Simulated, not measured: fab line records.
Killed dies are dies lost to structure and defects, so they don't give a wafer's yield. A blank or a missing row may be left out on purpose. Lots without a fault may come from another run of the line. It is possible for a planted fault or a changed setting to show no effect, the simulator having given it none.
Which tool is to blame? :: flow nandHarc :: Sampling: 11 lots, 33 wafers, 6 of 1302 route steps

WHAT EACH GAUGE READ, for each wafer
NHARC_P_GATE_INSPECT_68. Usual: 191 for rawDefectCount, sd 69.
lot: L748
measured: day 5 22:31
on: defectInspect-01
rawDefectCount: 236 173 201
flag: 

lot: L752
measured: day 7 13:52
on: defectInspect-01
rawDefectCount: 123 60 117
flag: 

lot: L753
measured: day 8 04:11
on: defectInspect-01
rawDefectCount: 155 272 183
flag: 

lot: L756
measured: day 9 13:10
on: defectInspect-01
rawDefectCount: 197 162 162
flag: 

lot: L759
measured: day 10 20:12
on: defectInspect-02
rawDefectCount: 209 191 199
flag: 

lot: L761
measured: day 11 20:19
on: defectInspect-01
rawDefectCount: 114 176 110
flag: 

lot: L763
measured: day 11 23:19
on: defectInspect-02
rawDefectCount: 229 1122 285
flag: OFF

lot: L764
measured: day 12 08:38
on: defectInspect-01
rawDefectCount: 1098 156 132
flag: OFF

lot: L767
measured: day 13 19:49
on: defectInspect-01
rawDefectCount: 216 329 315
flag: 

lot: L768
measured: day 14 06:56
on: defectInspect-02
rawDefectCount: 284 208 138
flag: 

lot: L771
measured: day 15 12:32
on: defectInspect-02
rawDefectCount: 139 192 136
flag: 

NHARC_END_SORT_01. Usual: killedAtArray 57, standard deviation 21; killedAtOther 0.9, standard deviation 1.2; killedAtPeriphery 4.2, standard deviation 2.9; killedDies 62, standard deviation 21; killedOpen 3.2, standard deviation 1.8; killedShort 2.4, standard deviation 1.5.
lot: L759
measured: day 29 03:17
on: prober-02
killedAtArray: 35 29 32
killedAtOther: 0 0 0
killedAtPeriphery: 6 5 3
killedDies: 41 34 35
killedOpen: 2 4 2
killedShort: 2 3 1
flag: 

lot: L763
measured: day 30 10:14
on: prober-01
killedAtArray: 70 57 69
killedAtOther: 0 1 0
killedAtPeriphery: 9 104 4
killedDies: 79 162 73
killedOpen: 1 5 2
killedShort: 0 2 4
flag: OFF

lot: L764
measured: day 30 17:15
on: prober-01
killedAtArray: 55 43 45
killedAtOther: 1 0 0
killedAtPeriphery: 96 10 1
killedDies: 152 53 46
killedOpen: 3 3 2
killedShort: 6 3 5
flag: OFF

EACH LOT AND THE TOOL THAT RAN IT (in order: tool; ch and the chambers of the sampled wafers; start)
lot: L748
NHARC_P_GATE_ETCHBACK_37: rieDiel-04 ch 0,2,3, day 5 15:07
NHARC_P_GATE_DESCUM_48: rieDiel-09 ch 1,2, day 5 16:09
NHARC_P_GATE_STRIP_76: plasmaAsher-01 ch 0,1, day 5 18:32
NHARC_P_GATE_RTA_64: rtpAnneal-02 ch 0, day 5 21:15

lot: L752
NHARC_P_GATE_ETCHBACK_37: rieDiel-04 ch 1,2, day 7 06:32
NHARC_P_GATE_DESCUM_48: rieDiel-02 ch 0,1,2, day 7 07:38
NHARC_P_GATE_STRIP_76: plasmaAsher-01 ch 0,1, day 7 10:02
NHARC_P_GATE_RTA_64: rtpAnneal-01 ch 0, day 7 12:40

lot: L753
NHARC_P_GATE_ETCHBACK_37: rieDiel-09 ch 0,1,3, day 7 20:35
NHARC_P_GATE_DESCUM_48: rieDiel-09 ch 0,1,3, day 7 21:46
NHARC_P_GATE_STRIP_76: plasmaAsher-01 ch 1, day 8 00:12
NHARC_P_GATE_RTA_64: rtpAnneal-02 ch 0, day 8 02:56

lot: L756
NHARC_P_GATE_ETCHBACK_37: rieDiel-02 ch 1,3, day 9 05:45
NHARC_P_GATE_DESCUM_48: rieDiel-04 ch 1,3, day 9 06:56
NHARC_P_GATE_STRIP_76: plasmaAsher-01 ch 0,1, day 9 09:17
NHARC_P_GATE_RTA_64: rtpAnneal-01 ch 0, day 9 11:55

lot: L759
NHARC_P_GATE_ETCHBACK_37: rieDiel-09 ch 0,3, day 10 12:39
NHARC_P_GATE_DESCUM_48: rieDiel-02 ch 0,3, day 10 13:50
NHARC_P_GATE_STRIP_76: plasmaAsher-01 ch 0,1, day 10 16:13
NHARC_P_GATE_RTA_64: rtpAnneal-01 ch 0, day 10 18:58

lot: L761
NHARC_P_GATE_ETCHBACK_37: rieDiel-02 ch 0,3, day 11 12:20
NHARC_P_GATE_DESCUM_48: rieDiel-02 ch 0,2,3, day 11 13:32
NHARC_P_GATE_STRIP_76: plasmaAsher-01 ch 0,1, day 11 16:12
NHARC_P_GATE_RTA_64: rtpAnneal-01 ch 0, day 11 19:03

lot: L763
NHARC_P_GATE_ETCHBACK_37: rieDiel-04 ch 0,3, day 11 15:49
NHARC_P_GATE_DESCUM_48: rieDiel-09 ch 1,2,3, day 11 17:01
NHARC_P_GATE_STRIP_76: plasmaAsher-01 ch 0, day 11 19:26
NHARC_P_GATE_RTA_64: rtpAnneal-01 ch 0, day 11 22:04

lot: L764
NHARC_P_GATE_ETCHBACK_37: rieDiel-04 ch 1,3, day 12 01:23
NHARC_P_GATE_DESCUM_48: rieDiel-09 ch 1,3, day 12 02:26
NHARC_P_GATE_STRIP_76: plasmaAsher-01 ch 0, day 12 04:44
NHARC_P_GATE_RTA_64: rtpAnneal-01 ch 0, day 12 07:22

lot: L767
NHARC_P_GATE_ETCHBACK_37: rieDiel-02 ch 1,2,3, day 13 12:31
NHARC_P_GATE_DESCUM_48: rieDiel-04 ch 0,2,3, day 13 13:41
NHARC_P_GATE_STRIP_76: plasmaAsher-01 ch 0,1, day 13 15:58
NHARC_P_GATE_RTA_64: rtpAnneal-01 ch 0, day 13 18:34

lot: L768
NHARC_P_GATE_ETCHBACK_37: rieDiel-02 ch 0,2, day 13 23:28
NHARC_P_GATE_DESCUM_48: rieDiel-09 ch 0,2,3, day 14 00:38
NHARC_P_GATE_STRIP_76: plasmaAsher-01 ch 0, day 14 03:02
NHARC_P_GATE_RTA_64: rtpAnneal-02 ch 0, day 14 05:40

lot: L771
NHARC_P_GATE_ETCHBACK_37: rieDiel-04 ch 1,2,3, day 15 04:59
NHARC_P_GATE_DESCUM_48: rieDiel-02 ch 0,1, day 15 06:01
NHARC_P_GATE_STRIP_76: plasmaAsher-02 ch 0,1, day 15 08:25
NHARC_P_GATE_RTA_64: rtpAnneal-02 ch 0, day 15 11:17
- NHARC_P_GATE_ETCHBACK_37: etches the open film in CHF3/O2, target depth 34.5 nm, time 17.2 s.
- NHARC_P_GATE_DESCUM_48: chemistry O2, time 3 s.
- NHARC_P_GATE_STRIP_76: strips in O2.
- NHARC_P_GATE_RTA_64: time 1 s.

AS READ BY THE TOOLS THEMSELVES (means over the sampled wafers that have a number; for cases with no such wafer, the mark the record gives instead)
NHARC_P_GATE_ETCHBACK_37. Usual: drypumpMotorCurrentA 5.9 A, standard deviation 0.56; oesProductAu 0.94 a.u., standard deviation 0.031; rfVppV 370.5 V, standard deviation 2.3; showerheadPlenumPTorr 2.39 Torr, standard deviation 0.094; throttleValvePct 20.573 %, standard deviation 0.0095.
lot: L748
tool: rieDiel-04
drypumpMotorCurrentA (A): 5.7
oesProductAu (a.u.): 0.92
rfVppV (V): 372.7
showerheadPlenumPTorr (Torr): 2.45
throttleValvePct (%): 20.568
flag: 

lot: L752
tool: rieDiel-04
drypumpMotorCurrentA (A): 5.8
oesProductAu (a.u.): 0.93
rfVppV (V): 372.6
showerheadPlenumPTorr (Torr): 2.44
throttleValvePct (%): 20.572
flag: 

lot: L753
tool: rieDiel-09
drypumpMotorCurrentA (A): 6.1
oesProductAu (a.u.): 1.00
rfVppV (V): 369.2
showerheadPlenumPTorr (Torr): 2.34
throttleValvePct (%): 20.579
flag: 

lot: L756
tool: rieDiel-02
drypumpMotorCurrentA (A): 6.2
oesProductAu (a.u.): 0.94
rfVppV (V): 370.9
showerheadPlenumPTorr (Torr): 2.43
throttleValvePct (%): 20.577
flag: 

lot: L759
tool: rieDiel-09
drypumpMotorCurrentA (A): 6.1
oesProductAu (a.u.): 0.93
rfVppV (V): 370.0
showerheadPlenumPTorr (Torr): 2.36
throttleValvePct (%): 20.578
flag: 

lot: L761
tool: rieDiel-02
drypumpMotorCurrentA (A): 5.5
oesProductAu (a.u.): 0.92
rfVppV (V): 372.9
showerheadPlenumPTorr (Torr): 2.52
throttleValvePct (%): 20.567
flag: 

lot: L763
tool: rieDiel-04
drypumpMotorCurrentA (A): 5.8
oesProductAu (a.u.): 0.96
rfVppV (V): 371.1
showerheadPlenumPTorr (Torr): 2.43
throttleValvePct (%): 20.567
flag: 

lot: L764
tool: rieDiel-04
drypumpMotorCurrentA (A): 5.5
oesProductAu (a.u.): 0.93
rfVppV (V): 368.6
showerheadPlenumPTorr (Torr): 2.36
throttleValvePct (%): 20.574
flag: 

lot: L767
tool: rieDiel-02
drypumpMotorCurrentA (A): 6.4
oesProductAu (a.u.): 0.92
rfVppV (V): 370.3
showerheadPlenumPTorr (Torr): 2.38
throttleValvePct (%): 20.568
flag: 

lot: L768
tool: rieDiel-02
drypumpMotorCurrentA (A): 6.2
oesProductAu (a.u.): 0.91
rfVppV (V): 371.9
showerheadPlenumPTorr (Torr): 2.43
throttleValvePct (%): 20.570
flag: 

lot: L771
tool: rieDiel-04
drypumpMotorCurrentA (A): 5.5
oesProductAu (a.u.): 0.93
rfVppV (V): 369.9
showerheadPlenumPTorr (Torr): 2.40
throttleValvePct (%): 20.572
flag: 

NHARC_P_GATE_DESCUM_48. Usual: drypumpMotorCurrentA 5.9 A, standard deviation 0.59; oesProductAu 0.999 a.u., standard deviation 0.015; rfVppV 57.7 V, standard deviation 0.82; showerheadPlenumPTorr 1.90 Torr, standard deviation 0.078; throttleValvePct 11.310 %, standard deviation 0.0098.
lot: L748
tool: rieDiel-09
drypumpMotorCurrentA (A): 5.2
oesProductAu (a.u.): 0.982
rfVppV (V): 58.0
showerheadPlenumPTorr (Torr): 1.83
throttleValvePct (%): 11.307
flag: 

lot: L752
tool: rieDiel-02
drypumpMotorCurrentA (A): 6.2
oesProductAu (a.u.): 0.994
rfVppV (V): 57.6
showerheadPlenumPTorr (Torr): 1.90
throttleValvePct (%): 11.313
flag: 

lot: L753
tool: rieDiel-09
drypumpMotorCurrentA (A): 6.1
oesProductAu (a.u.): 0.994
rfVppV (V): 56.5
showerheadPlenumPTorr (Torr): 1.86
throttleValvePct (%): 11.304
flag: 

lot: L756
tool: rieDiel-04
drypumpMotorCurrentA (A): 5.2
oesProductAu (a.u.): 0.990
rfVppV (V): 57.1
showerheadPlenumPTorr (Torr): 1.88
throttleValvePct (%): 11.318
flag: 

lot: L759
tool: rieDiel-02
drypumpMotorCurrentA (A): 5.5
oesProductAu (a.u.): 0.992
rfVppV (V): 57.8
showerheadPlenumPTorr (Torr): 2.01
throttleValvePct (%): 11.300
flag: 

lot: L761
tool: rieDiel-02
drypumpMotorCurrentA (A): 5.9
oesProductAu (a.u.): 0.995
rfVppV (V): 58.4
showerheadPlenumPTorr (Torr): 1.97
throttleValvePct (%): 11.304
flag: 

lot: L763
tool: rieDiel-09
drypumpMotorCurrentA (A): 5.9
oesProductAu (a.u.): 1.007
rfVppV (V): 57.5
showerheadPlenumPTorr (Torr): 1.86
throttleValvePct (%): 11.320
flag: 

lot: L764
tool: rieDiel-09
drypumpMotorCurrentA (A): 6.5
oesProductAu (a.u.): 1.005
rfVppV (V): 57.3
showerheadPlenumPTorr (Torr): 1.89
throttleValvePct (%): 11.302
flag: 

lot: L767
tool: rieDiel-04
drypumpMotorCurrentA (A): 5.7
oesProductAu (a.u.): 0.984
rfVppV (V): 57.5
showerheadPlenumPTorr (Torr): 1.95
throttleValvePct (%): 11.304
flag: 

lot: L768
tool: rieDiel-09
drypumpMotorCurrentA (A): 5.8
oesProductAu (a.u.): 0.999
rfVppV (V): 57.5
showerheadPlenumPTorr (Torr): 1.88
throttleValvePct (%): 11.317
flag: 

lot: L771
tool: rieDiel-02
drypumpMotorCurrentA (A): 5.7
oesProductAu (a.u.): 1.003
rfVppV (V): 58.4
showerheadPlenumPTorr (Torr): 1.93
throttleValvePct (%): 11.309
flag: 

NHARC_P_GATE_STRIP_76. Usual: drypumpMotorCurrentA 5.5 A, standard deviation 0.38; heaterPowerW 345 W, standard deviation 27.
lot: L748
tool: plasmaAsher-01
drypumpMotorCurrentA (A): 5.2
heaterPowerW (W): 366
flag: 

lot: L752
tool: plasmaAsher-01
drypumpMotorCurrentA (A): 5.2
heaterPowerW (W): 369
flag: 

lot: L753
tool: plasmaAsher-01
drypumpMotorCurrentA (A): 5.6
heaterPowerW (W): 357
flag: 

lot: L756
tool: plasmaAsher-01
drypumpMotorCurrentA (A): 5.5
heaterPowerW (W): 356
flag: 

lot: L759
tool: plasmaAsher-01
drypumpMotorCurrentA (A): 5.4
heaterPowerW (W): 358
flag: 

lot: L761
tool: plasmaAsher-01
drypumpMotorCurrentA (A): 5.5
heaterPowerW (W): 361
flag: 

lot: L763
tool: plasmaAsher-01
drypumpMotorCurrentA (A): 5.0
heaterPowerW (W): 368
flag: 

lot: L764
tool: plasmaAsher-01
drypumpMotorCurrentA (A): 5.1
heaterPowerW (W): 364
flag: 

lot: L767
tool: plasmaAsher-01
drypumpMotorCurrentA (A): 5.4
heaterPowerW (W): 365
flag: 

lot: L768
tool: plasmaAsher-01
drypumpMotorCurrentA (A): 5.0
heaterPowerW (W): 368
flag: 

lot: L771
tool: plasmaAsher-02
drypumpMotorCurrentA (A): 5.8
heaterPowerW (W): 307
flag: 

NHARC_P_GATE_RTA_64. Usual: lampPowerPct 39 %, standard deviation 3.3; lamp_zone_3_pct 39 %, standard deviation 3.3; wafer_temp_C_max 1056.5, standard deviation 1.3.
lot: L748
tool: rtpAnneal-02
lampPowerPct (%): 42
lamp_zone_3_pct (%): 42
wafer_temp_C_max: 1057.7
flag: 

lot: L752
tool: rtpAnneal-01
lampPowerPct (%): 36
lamp_zone_3_pct (%): 36
wafer_temp_C_max: 1057.0
flag: 

lot: L753
tool: rtpAnneal-02
lampPowerPct (%): 42
lamp_zone_3_pct (%): 42
wafer_temp_C_max: 1055.5
flag: 

lot: L756
tool: rtpAnneal-01
lampPowerPct (%): 36
lamp_zone_3_pct (%): 36
wafer_temp_C_max: 1056.8
flag: 

lot: L759
tool: rtpAnneal-01
lampPowerPct (%): 36
lamp_zone_3_pct (%): 36
wafer_temp_C_max: 1056.8
flag: 

lot: L761
tool: rtpAnneal-01
lampPowerPct (%): 36
lamp_zone_3_pct (%): 36
wafer_temp_C_max: 1058.0
flag: 

lot: L763
tool: rtpAnneal-01
lampPowerPct (%): 36
lamp_zone_3_pct (%): 36
wafer_temp_C_max: 1056.0
flag: 

lot: L764
tool: rtpAnneal-01
lampPowerPct (%): 36
lamp_zone_3_pct (%): 36
wafer_temp_C_max: 1059.0
flag: 

lot: L767
tool: rtpAnneal-01
lampPowerPct (%): 36
lamp_zone_3_pct (%): 36
wafer_temp_C_max: 1057.8
flag: 

lot: L768
tool: rtpAnneal-02
lampPowerPct (%): 42
lamp_zone_3_pct (%): 42
wafer_temp_C_max: 1055.8
flag: 

lot: L771
tool: rtpAnneal-02
lampPowerPct (%): 42
lamp_zone_3_pct (%): 42
wafer_temp_C_max: 1055.9
flag: 

THE ANSWER, worked out from the rows above alone
Rule: lot off if the mean of its wafers having a number is beyond 3 standard deviations from the usual mean. Also off: a lot with no number at a reading for which 4 or more lots have one. All remaining lots with rows at the step are treated as sound. The gauges are gone through in route order, then the tools' own readings, and for those a lot's mean is taken as printed above. At the first step where some lot is off, the reading lying furthest off is the one used; lots without a number count as furthest.
Off at NHARC_P_GATE_INSPECT_68 (rawDefectCount): L763, L764.
If a tool, at a process step before that reading, ran all the lots that are off and no sound lot after the first of them, it fits. The gauges at NHARC_P_GATE_INSPECT_68 aren't tried: what is off there is off at NHARC_END_SORT_01 too, on other tools, and a gauge's error can't cause that. No candidate that was tried fits.

WHAT HAD BEEN PUT IN BY THE SIMULATOR
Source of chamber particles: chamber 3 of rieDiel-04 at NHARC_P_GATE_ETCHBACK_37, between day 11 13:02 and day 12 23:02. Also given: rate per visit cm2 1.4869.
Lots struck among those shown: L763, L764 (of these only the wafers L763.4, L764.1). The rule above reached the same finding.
